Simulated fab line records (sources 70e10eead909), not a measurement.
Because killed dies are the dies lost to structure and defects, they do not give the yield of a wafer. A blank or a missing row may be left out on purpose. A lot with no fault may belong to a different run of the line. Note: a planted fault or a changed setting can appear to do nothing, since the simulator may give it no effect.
fab line records -- flow nand_harc
[record] lots = 12, wafers = 36, last_day = 33
route steps=1302 shown P_M1@303 END@1302
lots with no fault: from the same line, run without faults
start_h: hours from the record's first day to the start of the lot's first wafer shown -- wait_h: hours since the lot's step before -- " the same as in the row above -- L1.1+2: a single row standing in for several wafers -- - no value, or no start given -- * or withheld: withheld -- < > ~ a bound
route shown NAME@n: NAME is a module with steps in the file, n the number in the route of the first one -- usual: mean/standard deviation of fault-free wafers -- same: alike in all rows -- chamber/n: place in a boat -- sites: the reading at each site -- _std_site: the standard deviation of these -- _edge_site: mean of outer sites minus mean of inner sites -- radius_mm: for every site, how far away it sits from the centre of the wafer -- mask NAME#n: copy n -- behind: tool/chamber where the wafer was last shaped -- hold: why the lot was held/for how many hours/how that ended -- device: the n, p or np transistor that did not switch -- end of line: the tests these same wafers got at the end of their route -- a step without rows: its recipe alone -- killed: not the wafer's yield, but the dies lost to structure and defects at the first sort -- map: a wafer's dies, x killed, . not, _ none there
set.NAME: the setting that was run; set.NAME@STEP: the one run at that earlier step -- model.NAME: the simulator's own value behind a step, which no gauge read
one table for each step of the route and one row for each wafer, over a sample of lots
services: the hour from which a tool's chamber was out of use, counted from the record's first day as start_h (under 0 if before that day), plus the number of hours and why
[[steps]]
[step NHARC_P_M1_ETCH_28]
[recipe] target_depth_a = 300, over_etch_frac = 0.3, time_s = 72.99, ion_energy_ev = 150, cf4_flow_sccm = 50, n2_flow_sccm = 100, ar_flow_sccm = 150, rf_w = 300, bias_w = 100, chemistry = CF4/N2
[usual] drypump_motor_current_A = 5.8/0.56, oes_product_au = 0.999/0.0075, rf_vpp_V = 313.5/2.2, showerhead_plenum_p_Torr = 2.59/0.12, throttle_valve_pct = 19.795/0.0089
lot.wafer,tool,chamber,start_h,wait_h,drypump_motor_current_A,oes_product_au,rf_hours_counter_h,rf_vpp_V,showerhead_plenum_p_Torr,throttle_valve_pct
L486.2,rie_diel-02,0,-,-,4.9,1.005,8,311.6,2.46,19.793
L486.3,rie_diel-02,1,-,-,6.4,1.005,8,313.8,2.63,19.781
L486.6,rie_diel-02,0,-,-,4.9,1.000,-,311.0,2.46,19.798
L490.3,rie_diel-05,2,-,-,6.1,1.015,7,311.7,2.49,19.779
L490.1,rie_diel-05,3,-,-,5.7,0.996,6,312.6,2.51,19.798
L490.6,rie_diel-05,2,-,-,6.1,1.012,-,311.7,2.49,19.791
L491.4,rie_diel-02,3,-,-,5.8,1.008,11,316.1,2.71,19.797
L491.1,rie_diel-02,0,-,-,4.8,0.997,11,311.3,2.46,19.790
L491.5,rie_diel-02,3,-,-,5.9,0.997,-,314.9,2.71,19.799
L493.4,rie_diel-02,0,-,-,4.9,1.008,13,310.7,2.46,19.807
L493.3,rie_diel-02,1,-,-,6.4,0.999,12,313.4,2.63,19.809
L493.2,rie_diel-02,2,-,-,5.3,1.009,12,310.7,2.50,19.785
L494.3,rie_diel-05,0,-,-,6.0,0.988,10,316.4,2.81,19.798
L494.1,rie_diel-05,2,-,-,6.1,0.993,9,312.0,2.49,19.794
L494.5,rie_diel-05,0,-,-,6.0,0.996,-,316.0,2.82,19.788
L500.2,rie_diel-05,3,-,-,5.8,0.993,3,312.1,2.51,19.800
L500.3,rie_diel-05,0,-,-,6.1,0.991,3,317.6,2.81,19.796
L500.6,rie_diel-05,3,-,-,5.7,0.994,-,312.4,2.51,19.801
L501.1,rie_diel-02,0,-,-,4.8,1.003,5,311.1,2.46,19.796
L501.5,rie_diel-02,0,-,-,4.9,1.002,-,310.9,2.46,19.792
L501.6,rie_diel-02,1,-,-,6.4,0.992,-,314.7,2.62,19.806
L502.2,rie_diel-05,0,-,-,6.0,0.996,4,316.1,2.81,19.795
L502.1,rie_diel-05,2,-,-,6.1,0.997,3,313.6,2.49,19.791
L502.5,rie_diel-05,1,-,-,6.7,1.006,-,313.9,2.65,19.802
L506.2,rie_diel-02,3,-,-,5.9,0.996,7,314.9,2.71,19.806
L506.1,rie_diel-02,0,-,-,4.8,1.007,8,311.4,2.45,19.803
L506.3,rie_diel-02,1,-,-,6.4,0.992,9,315.1,2.62,19.783
L507.3,rie_diel-05,3,-,-,5.7,1.001,7,312.2,2.51,19.800
L507.1,rie_diel-05,0,-,-,6.1,0.995,7,317.2,2.81,19.778
L507.4,rie_diel-05,1,-,-,6.8,0.988,6,314.3,2.64,19.811
L509.4,rie_diel-02,0,-,-,4.8,1.005,10,310.3,2.45,19.789
L509.3,rie_diel-02,1,-,-,6.4,1.006,11,313.5,2.62,19.791
L509.1,rie_diel-02,2,-,-,5.3,0.995,11,312.4,2.49,19.787
L508.2,rie_diel-12,3,-,-,6.3,0.984,24,314.3,2.58,19.785
L508.4,rie_diel-12,0,-,-,5.7,0.993,22,316.8,2.73,19.796
L508.6,rie_diel-12,2,-,-,6.3,1.001,-,314.0,2.51,19.807
[step NHARC_P_M1_PVD_20]
[recipe] target_thk_a = 50, bias_v = 168.6, power_w = 15000, chamber_pressure_pa = 0.12, time_s = 8.06, substrate_temp_c = 50, material = TaN
[usual] throttle_valve_pct = 30.2/0.86
lot.wafer,tool,chamber,start_h,wait_h,throttle_valve_pct
L486.2,pvd_sputter-01,-,-,-,31.4
L486.3,pvd_sputter-01,-,-,-,29.9
L486.6,pvd_sputter-01,-,-,-,30.5
L490.3,pvd_sputter-01,-,-,-,30.6
L490.1,pvd_sputter-01,-,-,-,31.3
L490.6,pvd_sputter-01,-,-,-,30.5
L491.4,pvd_sputter-02,-,-,-,31.0
L491.1,pvd_sputter-02,-,-,-,29.7
L491.5,pvd_sputter-02,-,-,-,30.8
L493.4,pvd_sputter-03,-,-,-,30.5
L493.2,pvd_sputter-03,-,-,-,31.5
L493.3,pvd_sputter-03,-,-,-,30.0
L494.1,pvd_sputter-03,-,-,-,29.9
L494.3,pvd_sputter-03,-,-,-,30.1
L494.5,pvd_sputter-03,-,-,-,29.6
L500.2,pvd_sputter-01,-,-,-,30.6
L500.3,pvd_sputter-01,-,-,-,29.5
L500.6,pvd_sputter-01,-,-,-,30.7
L501.1,pvd_sputter-01,-,-,-,29.3
L501.5,pvd_sputter-01,-,-,-,30.7
L501.6,pvd_sputter-01,-,-,-,30.7
L502.1,pvd_sputter-02,-,-,-,29.6
L502.2,pvd_sputter-02,-,-,-,28.1
L502.5,pvd_sputter-02,-,-,-,29.5
L506.2,pvd_sputter-01,-,-,-,28.9
L506.3,pvd_sputter-01,-,-,-,30.6
L506.1,pvd_sputter-01,-,-,-,30.5
L507.1,pvd_sputter-02,-,-,-,30.1
L507.3,pvd_sputter-02,-,-,-,28.9
L507.4,pvd_sputter-02,-,-,-,29.8
L509.1,pvd_sputter-02,-,-,-,31.2
L509.4,pvd_sputter-02,-,-,-,30.4
L509.3,pvd_sputter-02,-,-,-,28.8
L508.4,pvd_sputter-01,-,-,-,30.5
L508.2,pvd_sputter-01,-,-,-,30.9
L508.6,pvd_sputter-01,-,-,-,29.0
[step NHARC_P_M1_PVD_21]
[recipe] target_thk_a = 300, chamber_pressure_pa = 5, power_w = 5000, substrate_temp_c = 30, time_s = 20.49, material = Cu
[usual] throttle_valve_pct = 30.2/0.88
lot.wafer,tool,chamber,start_h,wait_h,throttle_valve_pct
L486.2,pvd_sputter-01,-,-,-,29.9
L486.3,pvd_sputter-01,-,-,-,31.1
L486.6,pvd_sputter-01,-,-,-,30.5
L490.1,pvd_sputter-01,-,-,-,29.8
L490.3,pvd_sputter-01,-,-,-,30.7
L490.6,pvd_sputter-01,-,-,-,30.4
L491.4,pvd_sputter-02,-,-,-,28.1
L491.1,pvd_sputter-02,-,-,-,31.0
L491.5,pvd_sputter-02,-,-,-,29.7
L493.4,pvd_sputter-03,-,-,-,31.8
L493.2,pvd_sputter-03,-,-,-,29.9
L493.3,pvd_sputter-03,-,-,-,30.0
L494.3,pvd_sputter-03,-,-,-,30.3
L494.1,pvd_sputter-03,-,-,-,30.4
L494.5,pvd_sputter-03,-,-,-,30.4
L500.2,pvd_sputter-01,-,-,-,30.8
L500.3,pvd_sputter-01,-,-,-,30.4
L500.6,pvd_sputter-01,-,-,-,30.4
L501.1,pvd_sputter-01,-,-,-,29.2
L501.6,pvd_sputter-01,-,-,-,29.1
L501.5,pvd_sputter-01,-,-,-,30.6
L502.1,pvd_sputter-02,-,-,-,28.5
L502.2,pvd_sputter-02,-,-,-,30.9
L502.5,pvd_sputter-02,-,-,-,29.9
L506.2,pvd_sputter-01,-,-,-,30.8
L506.1,pvd_sputter-01,-,-,-,30.8
L506.3,pvd_sputter-01,-,-,-,29.0
L507.3,pvd_sputter-02,-,-,-,29.0
L507.4,pvd_sputter-02,-,-,-,31.1
L507.1,pvd_sputter-02,-,-,-,30.1
L509.1,pvd_sputter-02,-,-,-,31.4
L509.4,pvd_sputter-02,-,-,-,29.6
L509.3,pvd_sputter-02,-,-,-,30.4
L508.4,pvd_sputter-01,-,-,-,30.5
L508.2,pvd_sputter-01,-,-,-,30.7
L508.6,pvd_sputter-01,-,-,-,29.2
[step NHARC_P_M1_ECD_22]
[recipe] target_thk_a = 4000, bath_temp_c = 25, material = Cu
[usual] bath_heat_duty_pct = 6.6/0.76, bath_temp_c = 25.00/0.11
lot.wafer,tool,chamber,start_h,wait_h,bath_heat_duty_pct,bath_temp_c
L486.2,ecd_cu-01,0,125.13,-,7.3,25.15
L486.3,ecd_cu-01,0,125.13,-,7.3,25.06
L486.6,ecd_cu-01,0,125.13,-,6.3,25.04
L490.1,ecd_cu-01,0,171.18,-,7.3,25.13
L490.3,ecd_cu-01,1,171.18,-,6.4,25.18
L490.6,ecd_cu-01,0,171.18,-,6.9,25.04
L491.1,ecd_cu-02,0,178.42,-,7.1,25.03
L491.4,ecd_cu-02,1,178.42,-,5.6,25.06
L491.5,ecd_cu-02,0,178.42,-,7.7,24.97
L493.2,ecd_cu-01,1,203.81,-,5.9,24.74
L493.3,ecd_cu-01,1,203.81,-,5.4,24.89
L493.4,ecd_cu-01,0,203.81,-,7.8,24.97
L494.1,ecd_cu-01,1,211.64,-,6.6,24.98
L494.3,ecd_cu-01,0,211.64,-,7.4,25.13
L494.5,ecd_cu-01,0,211.64,-,7.4,24.87
L500.2,ecd_cu-02,0,271.39,-,7.9,24.80
L500.3,ecd_cu-02,1,271.39,-,6.1,25.06
L500.6,ecd_cu-02,0,271.39,-,7.9,24.86
L501.1,ecd_cu-02,1,277.81,-,-,-
L501.6,ecd_cu-02,0,277.81,-,-,-
L501.5,ecd_cu-02,1,277.81,-,-,-
L502.1,ecd_cu-02,0,281.34,-,-,-
L502.2,ecd_cu-02,1,281.34,-,-,-
L502.5,ecd_cu-02,0,281.34,-,-,-
L506.1,ecd_cu-02,0,325.53,-,7.9,24.96
L506.2,ecd_cu-02,1,325.53,-,6.5,25.12
L506.3,ecd_cu-02,0,325.53,-,7.5,24.92
L507.1,ecd_cu-02,0,339.19,-,7.5,25.13
L507.4,ecd_cu-02,0,339.19,-,7.4,24.94
L507.3,ecd_cu-02,1,339.19,-,6.5,24.91
L509.1,ecd_cu-02,0,355.98,-,7.2,24.89
L509.4,ecd_cu-02,0,355.98,-,7.8,25.06
L509.3,ecd_cu-02,1,355.98,-,5.8,25.06
L508.2,ecd_cu-01,0,356.81,-,6.6,25.04
L508.4,ecd_cu-01,1,356.81,-,5.3,24.85
L508.6,ecd_cu-01,1,356.81,-,6.3,24.90
[step NHARC_P_M1_CMP_23]
[recipe] t_overpolish_s = 20, target_thk_nm = 157.82
[usual] motor_current_A = 12.3/1.4, time_to_endpoint_s = 28.3/2.7
lot.wafer,tool,chamber,start_h,wait_h,motor_current_A,time_to_endpoint_s
L486.3,cmp-03,2,125.80,-,10.8,29.3
L486.2,cmp-03,0,125.80,-,13.2,32.2
L486.6,cmp-03,2,125.80,-,10.4,32.5
L490.1,cmp-02,0,171.88,-,11.9,30.1
L490.3,cmp-02,1,171.88,-,12.1,29.2
L490.6,cmp-02,3,171.88,-,13.5,29.2
L491.1,cmp-02,2,179.28,-,11.5,32.6
L491.4,cmp-02,0,179.28,-,12.4,28.6
L491.5,cmp-02,2,179.28,-,11.4,29.7
L493.3,cmp-02,1,204.53,-,12.8,30.4
L493.4,cmp-02,2,204.53,-,11.8,31.9
L493.2,cmp-02,3,204.53,-,13.2,29.6
L494.3,cmp-02,1,212.36,-,12.3,29.5
L494.1,cmp-02,3,212.36,-,13.4,30.1
L494.5,cmp-02,1,212.36,-,11.9,30.4
L500.3,cmp-01,1,272.16,-,10.0,24.3
L500.2,cmp-01,3,272.16,-,12.9,24.0
L500.6,cmp-01,0,272.16,-,12.1,24.9
L501.1,cmp-01,1,278.61,-,10.0,0.0
L501.5,cmp-01,2,278.61,-,15.5,0.0
L501.6,cmp-01,3,278.61,-,12.9,0.0
L502.2,cmp-02,3,282.07,-,12.9,4.6
L502.1,cmp-02,0,282.07,-,12.8,5.6
L502.5,cmp-02,3,282.07,-,12.1,7.0
L506.1,cmp-03,0,326.31,-,12.9,27.6
L506.3,cmp-03,1,326.31,-,13.1,27.7
L506.2,cmp-03,2,326.31,-,10.6,27.9
L507.3,cmp-02,0,339.95,-,11.8,28.0
L507.4,cmp-02,1,339.95,-,12.0,26.5
L507.1,cmp-02,2,339.95,-,12.3,28.1
L509.4,cmp-01,3,356.70,-,12.4,25.3
L509.1,cmp-01,1,356.70,-,9.9,27.1
L509.3,cmp-01,2,356.70,-,15.7,27.4
L508.4,cmp-03,3,357.48,-,11.5,28.8
L508.2,cmp-03,2,357.48,-,10.4,28.6
L508.6,cmp-03,3,357.48,-,11.0,26.4
[step NHARC_P_M1_THK_MEAS_24]
[recipe] thk_meas_gauge = xrf
[usual] thk_nm = 157.6/1.2
lot.wafer,tool,chamber,start_h,wait_h,thk_nm
L486.2,film_metro-01,-,126.12,-,158.7
L486.3,film_metro-01,-,126.12,-,159.2
L486.6,film_metro-01,-,126.12,-,156.9
L490.1,film_metro-02,-,172.17,-,157.7
L490.3,film_metro-02,-,172.17,-,159.3
L490.6,film_metro-02,-,172.17,-,157.2
L491.1,film_metro-01,-,179.56,-,157.0
L491.4,film_metro-01,-,179.56,-,158.5
L491.5,film_metro-01,-,179.56,-,158.5
L493.2,film_metro-02,-,204.85,-,157.8
L493.3,film_metro-02,-,204.85,-,157.6
L493.4,film_metro-02,-,204.85,-,158.2
L494.1,film_metro-01,-,212.65,-,157.2
L494.3,film_metro-01,-,212.65,-,158.0
L494.5,film_metro-01,-,212.65,-,157.9
L500.2,film_metro-01,-,272.44,-,158.7
L500.3,film_metro-01,-,272.44,-,156.5
L500.6,film_metro-01,-,272.44,-,153.8
L501.1,film_metro-01,-,278.84,-,30.0
L501.5,film_metro-01,-,278.84,-,30.0
L501.6,film_metro-01,-,278.84,-,30.5
L502.1,film_metro-02,-,282.38,-,29.5
L502.2,film_metro-02,-,282.38,-,29.8
L502.5,film_metro-02,-,282.38,-,29.5
L506.1,film_metro-01,-,326.60,-,159.6
L506.2,film_metro-01,-,326.60,-,155.6
L506.3,film_metro-01,-,326.60,-,158.8
L507.1,film_metro-01,-,340.24,-,159.5
L507.3,film_metro-01,-,340.24,-,158.9
L507.4,film_metro-01,-,340.24,-,158.0
L509.1,film_metro-02,-,357.01,-,157.3
L509.3,film_metro-02,-,357.01,-,156.3
L509.4,film_metro-02,-,357.01,-,157.5
L508.2,film_metro-01,-,357.79,-,156.6
L508.4,film_metro-01,-,357.79,-,157.6
L508.6,film_metro-01,-,357.79,-,156.3
[step NHARC_END_SORT_01]
[recipe] temp_c = 25
[usual] defect_limited_yield = 91.2/2.5, killed_at_array = 55/17, killed_at_other = 1.1/1.4, killed_at_periphery = 3.9/3, killed_dies = 59/17, killed_open = 3.5/2, killed_short = 2.6/1.6
[same] gross_dies = 677
lot.wafer,tool,chamber,start_h,wait_h,defect_limited_yield[%],killed_at_array,killed_at_other,killed_at_periphery,killed_dies,killed_open,killed_short
L500.2,prober-01,0,713.35,2.8,89.7,67,1,2,70,2,3
L500.3,prober-01,0,714.16,3.1,88.2,76,1,3,80,4,4
L500.6,prober-01,0,716.56,4.0,88.3,75,1,3,79,6,5
L502.1,prober-02,0,719.23,2.5,0,58,0,619,677,5,4
L502.2,prober-02,0,720.03,2.8,0,69,1,607,677,10,3
L502.5,prober-02,0,722.41,3.7,0,60,0,617,677,6,5
// killed by level:class
L500.2 A_SLIT:chamber_film_flake=27 A_CHANNEL_HOLE_D1:chamber_film_flake=23 A_CHANNEL_HOLE_D2:chamber_film_flake=6 A_STAIRCASE:chamber_film_flake=2 P_M0:geometric_particle:open=1 A_DECK1_JOINT:geometric_particle:short=1 A_ONON_D2:geometric_particle:short=1 A_SGD_CUT:geometric_particle:open=1
L500.3 A_SLIT:chamber_film_flake=40 A_CHANNEL_HOLE_D1:chamber_film_flake=16 A_CONTACT:chamber_film_flake=5 A_STAIRCASE:chamber_film_flake=3 A_CHANNEL_FILL_D1:chamber_film_flake=2 P_GATE:geometric_particle:open=1 P_GATE:geometric_particle:short=1 P_CONTACT:geometric_particle:short=1
L500.6 A_SLIT:chamber_film_flake=33 A_CHANNEL_HOLE_D1:chamber_film_flake=21 A_CHANNEL_HOLE_D2:chamber_film_flake=4 A_WL_FILL:geometric_particle:short=3 A_CONTACT:chamber_film_flake=3 P_CONTACT:geometric_particle:open=2 A_CHANNEL_FILL_D1:chamber_film_flake=2 A_STAIRCASE:chamber_film_flake=2
L502.1 P_M1:area_ecd=617 A_SLIT:chamber_film_flake=30 A_CHANNEL_HOLE_D1:chamber_film_flake=15 P_CONTACT:geometric_particle:short=2 A_STAIRCASE:chamber_film_flake=2 A_ONON_D1:geometric_particle:open=1 A_CHANNEL_HOLE_D2:geometric_particle:short=1 A_SGD_CUT:geometric_particle:open=1
L502.2 P_M1:area_ecd=603 A_SLIT:chamber_film_flake=28 A_CHANNEL_HOLE_D1:chamber_film_flake=27 A_CONTACT:chamber_film_flake=4 P_M0:geometric_particle:open=2 A_CHANNEL_FILL_D1:geometric_particle:short=2 A_CHANNEL_FILL_D2:geometric_particle:open=2 P_M2:geometric_particle:open=1
L502.5 P_M1:area_ecd=612 A_SLIT:chamber_film_flake=29 A_CHANNEL_HOLE_D1:chamber_film_flake=15 A_CONTACT:chamber_film_flake=3 P_CONTACT:geometric_particle:short=2 P_CONTACT:geometric_particle:open=2 A_CHANNEL_HOLE_D2:chamber_film_flake=2 A_STAIRCASE:chamber_film_flake=2
[[services]]
tool,chamber,start_h,hours,kind
pvd_sputter-02,-,104.02,10.0,pm
ecd_cu-02,-,105.83,0.9,repair
cmp-02,-,118.33,0.4,repair
cmp-02,-,129.79,0.8,repair
cmp-02,-,134.55,4.0,pm
rie_diel-02,1,160.45,8.5,repair
pvd_sputter-02,-,185.45,1.8,repair
rie_diel-02,3,189.58,1.3,repair
ecd_cu-02,-,191.68,0.4,repair
cmp-02,-,206.06,2.1,repair
rie_diel-02,0,215.62,2.2,repair
rie_diel-02,-,216.70,9.0,pm
pvd_sputter-01,-,226.04,10.0,pm
rie_diel-02,3,228.93,2.7,repair
cmp-02,-,232.55,4.0,pm
pvd_sputter-02,-,239.15,0.5,repair
ecd_cu-02,-,244.25,8.0,pm
pvd_sputter-02,-,282.02,10.0,pm
pvd_sputter-02,-,306.49,26.0,repair
ecd_cu-02,-,308.04,1.2,repair
pvd_sputter-01,-,315.18,2.0,repair
cmp-02,-,330.55,4.0,pm
rie_diel-02,0,332.42,4.0,repair
ecd_cu-02,-,346.28,1.0,repair
[[key]]
[first_sign] step = NHARC_P_M1_ECD_22, reading = tool_record, direction = missing
[effect] step = NHARC_P_M1_CMP_23, reading = time_to_endpoint_s, direction = down, sigmas = 9.2, usual = *, struck = *
[effect] step = NHARC_P_M1_THK_MEAS_24, reading = thk_nm, direction = down, sigmas = 99+, usual = 157.6, struck = 29.9
[effect] step = NHARC_END_SORT_01, reading = killed_at_periphery, direction = up, sigmas = 99+, usual = 3.9, struck = 614.3
[more_kills_born_at] NHARC_P_M1_ECD_22@ecd_cu-02 = 1832
met_at NHARC_P_M1_ECD_22
struck_lots L501,L502
rows_end L501.1,L501.5,L501.6
later_rows_left_out L502.1,L502.2,L502.5
not_acting_at NHARC_P_M1_ETCH_28,NHARC_P_M1_PVD_20,NHARC_P_M1_PVD_21
onset_between 271.39 277.81
[fault] kind = skipped_step_whole, tool = ecd_cu-02, chamber = -, onset_h = 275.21, steps = NHARC_P_M1_ECD_22, scope = struck_lots_only
// later_rows_left_out: the simulator's readings of these wafers behind a module that went badly wrong aren't trusted and aren't shown, but for the sort
// rows_end: these wafers met a further fault down the route, and their rows from its step on are left out
